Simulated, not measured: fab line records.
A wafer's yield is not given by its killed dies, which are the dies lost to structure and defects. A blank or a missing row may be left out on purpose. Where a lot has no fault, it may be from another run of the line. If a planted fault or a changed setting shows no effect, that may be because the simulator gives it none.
Matching of chambers + flow n5-finfet + rie-diel-01 running N5_BEOL_M10_STRIP_67: 4 sister chambers
The step strips in CF4. 16 wafers are shown with their chamber, then 8 later ones without.

## WAFERS WITH THEIR CHAMBER
| wafer  | chamber | drypump-motor-current-A (A) | showerhead-plenum-p-Torr (Torr) | throttle-valve-pct (%) |
|--------|---------|-----------------------------|---------------------------------|------------------------|
| L077.1 | 1       | 5.6                         | 1.77                            | 13.85                  |
| L077.2 | 0       | 6.2                         | 1.77                            | 14.06                  |
| L077.5 | 0       | 6.2                         | 1.77                            | 14.06                  |
| L079.3 | 0       | 6.2                         | 1.77                            | 14.07                  |
| L079.4 | 2       | 5.3                         | 1.74                            | 13.49                  |
| L079.6 | 2       | 5.3                         | 1.74                            | 13.50                  |
| L082.2 | 1       | 5.6                         | 1.77                            | 13.90                  |
| L082.4 | 2       | 5.3                         | 1.73                            | 13.51                  |
| L082.6 | 3       | 5.4                         | 1.72                            | 13.27                  |
| L088.1 | 2       | 5.2                         | 1.73                            | 13.54                  |
| L088.4 | 0       | 6.2                         | 1.76                            | 13.55                  |
| L088.6 | 0       | 6.2                         | 1.76                            | 13.55                  |
| L093.1 | 1       | 5.6                         | 1.77                            | 13.32                  |
| L093.3 | 0       | 6.2                         | 1.76                            | 13.54                  |
| L093.4 | 3       | 5.4                         | 1.72                            | 13.32                  |
| L091.2 | 1       | 5.6                         | 1.77                            | 13.33                  |

SIGNATURES (means of the wafers above)
| reading                  | chamber 0 | chamber 1 | chamber 2 | chamber 3 | scatter within a chamber |
|--------------------------|-----------|-----------|-----------|-----------|--------------------------|
| drypump-motor-current-A  | 6.200     | 5.600     | 5.275     | 5.400     | 0.025                    |
| showerhead-plenum-p-Torr | 1.7650    | 1.7700    | 1.7350    | 1.7200    | 0.00456                  |
| throttle-valve-pct       | 13.8050   | 13.6000   | 13.5100   | 13.2950   | 0.243                    |
Rule: distance of a wafer from a chamber = root of the sum over the readings of ((wafer's reading minus chamber's mean) / reading's scatter) squared. The wafer belongs to the nearest chamber; if the next one is less than 2 further off, it can't be placed. How the scatter is found: for the shown wafers, subtract from each reading the mean of its chamber, square and add these, divide the total by (wafers less chambers), then take the root.

## WAFERS WHOSE CHAMBER IS MISSING
| wafer  | drypump-motor-current-A (A) | showerhead-plenum-p-Torr (Torr) | throttle-valve-pct (%) |
|--------|-----------------------------|---------------------------------|------------------------|
| L091.5 | 5.3                         | 1.72                            | 13.33                  |
| L091.6 | 6.2                         | 1.76                            | 13.56                  |
| L094.1 | 5.3                         | 1.73                            | 13.56                  |
| L094.5 | 6.2                         | 1.76                            | 13.53                  |
| L094.6 | 5.4                         | 1.71                            | 13.34                  |
| L095.3 | 5.6                         | 1.77                            | 13.33                  |
| L095.4 | 5.3                         | 1.73                            | 13.57                  |
| L095.6 | 6.2                         | 1.76                            | 13.57                  |

## WHICH CHAMBER EACH ONE RAN IN
| wafer  | from the rows above     | in truth |
|--------|-------------------------|----------|
| L091.5 | can't be placed: 2 or 3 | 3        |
| L091.6 | 0                       | 0        |
| L094.1 | 2                       | 2        |
| L094.5 | 0                       | 0        |
| L094.6 | 3                       | 3        |
| L095.3 | 1                       | 1        |
| L095.4 | 2                       | 2        |
| L095.6 | 0                       | 0        |
Correctly placed: 7 of 8. Not placeable from these rows: 1 (in 1, the candidates include the true chamber). Wrongly placed: 0.
